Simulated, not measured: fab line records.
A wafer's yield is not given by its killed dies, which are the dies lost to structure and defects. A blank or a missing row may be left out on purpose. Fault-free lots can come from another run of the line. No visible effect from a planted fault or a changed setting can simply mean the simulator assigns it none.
What tool caused it? ; flow n5-finfet ; 8 lots with 24 wafers sampled at 5 steps, on a route of 1938 steps

## WHAT THE GAUGES SHOWED, per wafer
N5_BEOL_M4_RC_MEAS_101.
lot;measured;on;IOFF_N_LONG (nA/um)
L740;day 7 23:18;prober-01;5.79e-05 5.8e-05 5.81e-05
L743;day 8 20:10;prober-01;5.64e-05 5.67e-05 5.73e-05
L747;day 9 21:07;prober-01;5.58e-05 5.61e-05 5.57e-05
L749;day 10 17:21;prober-02;5.67e-05 5.84e-05 5.72e-05
L750;day 11 06:55;prober-02;5.6e-05 5.49e-05 5.46e-05
L753;day 11 18:47;prober-02;5.51e-05 5.5e-05 5.64e-05
L760;day 13 19:39;prober-01;0.007795 0.0078287 0.0077706
L761;day 13 21:52;prober-02;0.0077039 0.0077634 0.0076275

## TOOL THAT RAN EACH LOT (tool first, then ch and the chambers of the sampled wafers, then the start)
lot;N5_HKMG_FIN_ETCH_32;N5_HKMG_FIN_ALD_91;N5_HKMG_FIN_ETCH_86;N5_HKMG_FIN_STRIP_89
L740;rie-diel-04 ch 1,3, day 4 07:35;ald-metal-02 ch 0,1,3, day 4 08:28;rie-diel-04 ch 0,1, day 4 08:49;rie-diel-04 ch 0,1, day 4 08:52
L743;rie-diel-03 ch 0,1,3, day 5 00:29;ald-metal-03 ch 0,2,3, day 5 01:23;rie-diel-03 ch 0,1,3, day 5 01:43;rie-diel-03 ch 0,1,3, day 5 01:47
L747;rie-diel-03 ch 0,3, day 6 08:16;ald-metal-01 ch 0,3, day 6 09:10;rie-diel-04 ch 0,2, day 6 09:30;rie-diel-04 ch 0,2, day 6 09:34
L749;rie-diel-04 ch 0,1,2, day 6 15:52;ald-metal-01 ch 1,2,3, day 6 16:45;rie-diel-03 ch 2,3, day 6 17:05;rie-diel-03 ch 2,3, day 6 17:09
L750;rie-diel-03 ch 0,3, day 6 22:34;ald-metal-03 ch 1,3, day 6 23:27;rie-diel-05 ch 0,1,2, day 6 23:48;rie-diel-05 ch 0,1,2, day 6 23:52
L753;rie-diel-03 ch 1,2, day 7 15:05;ald-metal-01 ch 1,2,3, day 7 15:58;rie-diel-04 ch 0,3, day 7 16:19;rie-diel-04 ch 0,3, day 7 16:22
L760;rie-diel-03 ch 0,1,3, day 9 08:30;ald-metal-01 ch 0,1,3, day 9 09:25;rie-diel-03 ch 0,2, day 9 09:45;rie-diel-03 ch 0,2, day 9 09:49
L761;rie-diel-05 ch 1,2, day 9 16:31;ald-metal-02 ch 0,1,2, day 9 17:25;rie-diel-05 ch 0,2, day 9 17:47;rie-diel-05 ch 0,2, day 9 17:51
- N5_HKMG_FIN_ETCH_32: etches SOC in N2/H2, target depth 240 nm, time 300 s.
- N5_HKMG_FIN_ALD_91: deposits TiN, target thk 1 nm, pulse time 1 s, purge time 3 s.
- N5_HKMG_FIN_ETCH_86: etches SOC in N2/H2, stops on TiN, target depth 393.2 nm.
- N5_HKMG_FIN_STRIP_89: strips SOC in N2/H2, time 20 s.

## THE ANSWER, worked out from the rows above alone
Rule: what is usual is taken from the lots themselves. The widest of any qualifying gaps counts: lots, ordered by their means at a reading, are off when they make up no more than a third of the lots, leave a main group of 4 or more, and stand apart from it by 3 or more times the standard deviation of that group's means. If all means in a main group match to the digits the tables above print for the reading, that group is not used. A lot without any number at a reading at which 4 lots or more have one is off too. Where the step has rows for the other lots, those lots are counted as sound.
Off: at N5_BEOL_M4_RC_MEAS_101 (IOFF_N_LONG), L760, L761. The main group: mean 5.65e-05 nA/um, standard deviation 1e-06.
If a tool, at a process step before that reading, ran all the lots that are off and no sound lot after the first of them, it fits. The gauges at N5_BEOL_M4_RC_MEAS_101 are tried like those tools. None of those tried fits.

## WHAT THE SIMULATOR HAD INSERTED
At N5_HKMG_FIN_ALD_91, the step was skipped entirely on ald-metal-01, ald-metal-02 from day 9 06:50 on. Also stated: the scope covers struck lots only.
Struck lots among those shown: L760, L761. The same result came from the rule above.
